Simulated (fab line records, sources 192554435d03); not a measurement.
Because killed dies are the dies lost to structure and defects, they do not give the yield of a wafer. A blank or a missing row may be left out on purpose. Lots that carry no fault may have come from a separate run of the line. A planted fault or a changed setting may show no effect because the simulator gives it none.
Which of the tools did it? / flow n5-finfet / Sampling: 8 lots, 22 wafers, 5 of 1938 route steps

== WHAT THE GAUGES READ, wafer by wafer ==
N5_BEOL_M0_SAQP_THK_MEAS_05.
lot=L680; measured=day 5 23:23; on=film-metro-01; thk-nm (nm)=59.1 60.7 60.9
lot=L682; measured=day 6 11:57; on=film-metro-01; thk-nm (nm)=60.0 61.9
lot=L683; measured=day 6 15:49; on=film-metro-01; thk-nm (nm)=61.5 60.0 59.9
lot=L685; measured=day 7 03:02; on=film-metro-02; thk-nm (nm)=60.5 59.1 61.5
lot=L687; measured=day 7 17:19; on=film-metro-02; thk-nm (nm)=60.6 60.0 61.2
lot=L695; measured=day 9 18:15; on=film-metro-01; thk-nm (nm)=100.8 61.1
lot=L696; measured=day 10 00:00; on=film-metro-01; thk-nm (nm)=59.2 60.2 59.8
lot=L699; measured=day 10 17:43; on=film-metro-01; thk-nm (nm)=58.7 59.4 60.1

== TOOL THAT RAN EACH LOT (tool first, then ch and the chambers of the sampled wafers, then the start) ==
lot=L680; N5_MOL_CONTACT_COAG_ALD_133=ald-sin-04 ch 1,3, day 5 17:56; N5_MOL_CONTACT_COAG_ETCHBACK_134=rie-diel-04 ch 0,1,3, day 5 18:07; N5_MOL_CONTACT_COAG_ETCH_67=rie-diel-04 ch 0,1,3, day 5 18:09; N5_BEOL_M0_SAQP_PECVD_04=pecvd-03 ch 0,2, day 5 23:17
lot=L682; N5_MOL_CONTACT_COAG_ALD_133=ald-sin-02 ch 1,2, day 6 05:15; N5_MOL_CONTACT_COAG_ETCHBACK_134=rie-diel-03 ch 1, day 6 05:26; N5_MOL_CONTACT_COAG_ETCH_67=rie-diel-03 ch 1, day 6 05:28; N5_BEOL_M0_SAQP_PECVD_04=pecvd-03 ch 0,2, day 6 11:51
lot=L683; N5_MOL_CONTACT_COAG_ALD_133=ald-sin-01 ch 0,1,3, day 6 09:53; N5_MOL_CONTACT_COAG_ETCHBACK_134=rie-diel-05 ch 1,2,3, day 6 10:05; N5_MOL_CONTACT_COAG_ETCH_67=rie-diel-05 ch 1,2,3, day 6 10:08; N5_BEOL_M0_SAQP_PECVD_04=pecvd-03 ch 0,1,2, day 6 15:45
lot=L685; N5_MOL_CONTACT_COAG_ALD_133=ald-sin-04 ch 0,1, day 6 21:25; N5_MOL_CONTACT_COAG_ETCHBACK_134=rie-diel-03 ch 0,1, day 6 21:35; N5_MOL_CONTACT_COAG_ETCH_67=rie-diel-03 ch 0,1, day 6 21:37; N5_BEOL_M0_SAQP_PECVD_04=pecvd-03 ch 0,2, day 7 02:55
lot=L687; N5_MOL_CONTACT_COAG_ALD_133=ald-sin-04 ch 0,1,3, day 7 08:11; N5_MOL_CONTACT_COAG_ETCHBACK_134=rie-diel-05 ch 1,2,3, day 7 08:18; N5_MOL_CONTACT_COAG_ETCH_67=rie-diel-05 ch 1,2,3, day 7 08:22; N5_BEOL_M0_SAQP_PECVD_04=pecvd-01 ch 0,1,2, day 7 17:14
lot=L695; N5_MOL_CONTACT_COAG_ALD_133=ald-sin-04 ch 0,1, day 9 12:21; N5_MOL_CONTACT_COAG_ETCHBACK_134=rie-diel-04 ch 1,2, day 9 12:32; N5_MOL_CONTACT_COAG_ETCH_67=rie-diel-04 ch 1,2, day 9 12:34; N5_BEOL_M0_SAQP_PECVD_04=pecvd-03 ch 0,1, day 9 18:10
lot=L696; N5_MOL_CONTACT_COAG_ALD_133=ald-sin-02 ch 0,1,3, day 9 16:55; N5_MOL_CONTACT_COAG_ETCHBACK_134=rie-diel-03 ch 0,3, day 9 17:06; N5_MOL_CONTACT_COAG_ETCH_67=rie-diel-03 ch 0,3, day 9 17:08; N5_BEOL_M0_SAQP_PECVD_04=pecvd-04 ch 0,1, day 9 23:54
lot=L699; N5_MOL_CONTACT_COAG_ALD_133=ald-sin-01 ch 0,1,3, day 10 11:32; N5_MOL_CONTACT_COAG_ETCHBACK_134=rie-diel-04 ch 0,1,3, day 10 11:43; N5_MOL_CONTACT_COAG_ETCH_67=rie-diel-04 ch 0,1,3, day 10 11:45; N5_BEOL_M0_SAQP_PECVD_04=pecvd-04 ch 1,2, day 10 17:37
- N5_MOL_CONTACT_COAG_ALD_133: deposits SiO2, target thk 5 nm, pulse time 1 s, co reactant pulse time 1 s.
- N5_MOL_CONTACT_COAG_ETCHBACK_134: etches SiO2 in CHF3, target depth 10 nm, time 6.7 s.
- N5_MOL_CONTACT_COAG_ETCH_67: etches SOC in N2/H2, target depth 60 nm, overetch 21 nm, time 101.2 s.
- N5_BEOL_M0_SAQP_PECVD_04: deposits a-Si from SiH4/He, target thk 60 nm, time 60.2 s.

== THE ANSWER, worked out from the rows above alone ==
Rule: what is usual is taken from the lots themselves. The widest of any qualifying gaps counts: lots, ordered by their means at a reading, are off when they make up no more than a third of the lots, leave a main group of 4 or more, and stand apart from it by 3 or more times the standard deviation of that group's means. If all means in a main group match to the digits the tables above print for the reading, that group is not used. Also off: a lot with no number at a reading for which 4 or more lots have one. All remaining lots with rows at the step are treated as sound.
Off, at N5_BEOL_M0_SAQP_THK_MEAS_05 on thk-nm: L695. For the main group the mean is 60.2 nm and the standard deviation 0.49.
If a tool, at a process step before that reading, ran all the lots that are off and no sound lot after the first of them, it fits. The gauges at N5_BEOL_M0_SAQP_THK_MEAS_05 are tried like those tools. Undecided on this evidence; 2 tools fit (ald-sin-04 at N5_MOL_CONTACT_COAG_ALD_133, pecvd-03 at N5_BEOL_M0_SAQP_PECVD_04).

== WHAT HAD BEEN PUT IN BY THE SIMULATOR ==
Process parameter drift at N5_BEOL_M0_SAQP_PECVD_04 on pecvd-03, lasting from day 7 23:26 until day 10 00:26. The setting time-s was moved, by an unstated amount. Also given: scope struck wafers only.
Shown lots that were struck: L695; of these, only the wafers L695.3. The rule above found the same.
